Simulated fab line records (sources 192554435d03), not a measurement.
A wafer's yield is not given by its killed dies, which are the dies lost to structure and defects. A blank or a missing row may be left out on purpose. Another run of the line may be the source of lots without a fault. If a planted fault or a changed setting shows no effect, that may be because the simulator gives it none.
Chamber matching || flow n5-finfet || 4 sister chambers for N5_BEOL_M14_DESCUM_33 on rie-diel-01
The step chemistry O2, time 7.9 s. 8 wafers are shown with their chamber, then 7 later ones without.

== WAFERS PAIRED WITH THEIR CHAMBERS ==
{"wafer": "L086.5", "chamber": 2, "showerhead-plenum-p-Torr (Torr)": 2.04, "drypump-motor-current-A (A)": 5.3}
{"wafer": "L088.2", "chamber": 2, "showerhead-plenum-p-Torr (Torr)": 2.04, "drypump-motor-current-A (A)": 5.3}
{"wafer": "L088.3", "chamber": 0, "showerhead-plenum-p-Torr (Torr)": 2.14, "drypump-motor-current-A (A)": 6.7}
{"wafer": "L087.3", "chamber": 1, "showerhead-plenum-p-Torr (Torr)": 2.09, "drypump-motor-current-A (A)": 6.5}
{"wafer": "L087.4", "chamber": 3, "showerhead-plenum-p-Torr (Torr)": 2.06, "drypump-motor-current-A (A)": 5.5}
{"wafer": "L087.6", "chamber": 1, "showerhead-plenum-p-Torr (Torr)": 2.09, "drypump-motor-current-A (A)": 6.4}
{"wafer": "L089.1", "chamber": 3, "showerhead-plenum-p-Torr (Torr)": 2.05, "drypump-motor-current-A (A)": 5.5}
{"wafer": "L089.2", "chamber": 0, "showerhead-plenum-p-Torr (Torr)": 2.14, "drypump-motor-current-A (A)": 6.7}

== WAFERS MISSING THEIR CHAMBER ==
{"wafer": "L089.4", "showerhead-plenum-p-Torr (Torr)": 2.09, "drypump-motor-current-A (A)": 6.4}
{"wafer": "L090.3", "showerhead-plenum-p-Torr (Torr)": 2.09, "drypump-motor-current-A (A)": 6.4}
{"wafer": "L090.4", "showerhead-plenum-p-Torr (Torr)": 2.03, "drypump-motor-current-A (A)": 5.3}
{"wafer": "L090.6", "showerhead-plenum-p-Torr (Torr)": 2.03, "drypump-motor-current-A (A)": 5.3}
{"wafer": "L095.1", "showerhead-plenum-p-Torr (Torr)": 2.08, "drypump-motor-current-A (A)": 6.4}
{"wafer": "L095.3", "showerhead-plenum-p-Torr (Torr)": 2.05, "drypump-motor-current-A (A)": 5.5}
{"wafer": "L095.4", "showerhead-plenum-p-Torr (Torr)": 2.03, "drypump-motor-current-A (A)": 5.3}

== THE CHAMBER EACH PASSED THROUGH ==
{"wafer": "L089.4", "from the rows above": 1, "in truth": 1}
{"wafer": "L090.3", "from the rows above": 1, "in truth": 1}
{"wafer": "L090.4", "from the rows above": 2, "in truth": 2}
{"wafer": "L090.6", "from the rows above": 2, "in truth": 2}
{"wafer": "L095.1", "from the rows above": 1, "in truth": 1}
{"wafer": "L095.3", "from the rows above": 3, "in truth": 3}
{"wafer": "L095.4", "from the rows above": 2, "in truth": 2}
Correct placement for 7 of the 7. Number that these rows cannot place: 0. Placed wrongly: 0.
How it was worked out, from the rows above alone: a wafer's distance from a chamber is the root of the sum, over the readings, of the square of ((its reading less the chamber's mean) divided by the reading's scatter). The wafer belongs to the nearest chamber; if the next one is less than 2 further off, it can't be placed. The mean given for a chamber averages the wafers shown for that chamber. The scatter: the root of (the sum of the squares of (reading less its chamber's mean) over the shown wafers, divided by (wafers less chambers)).
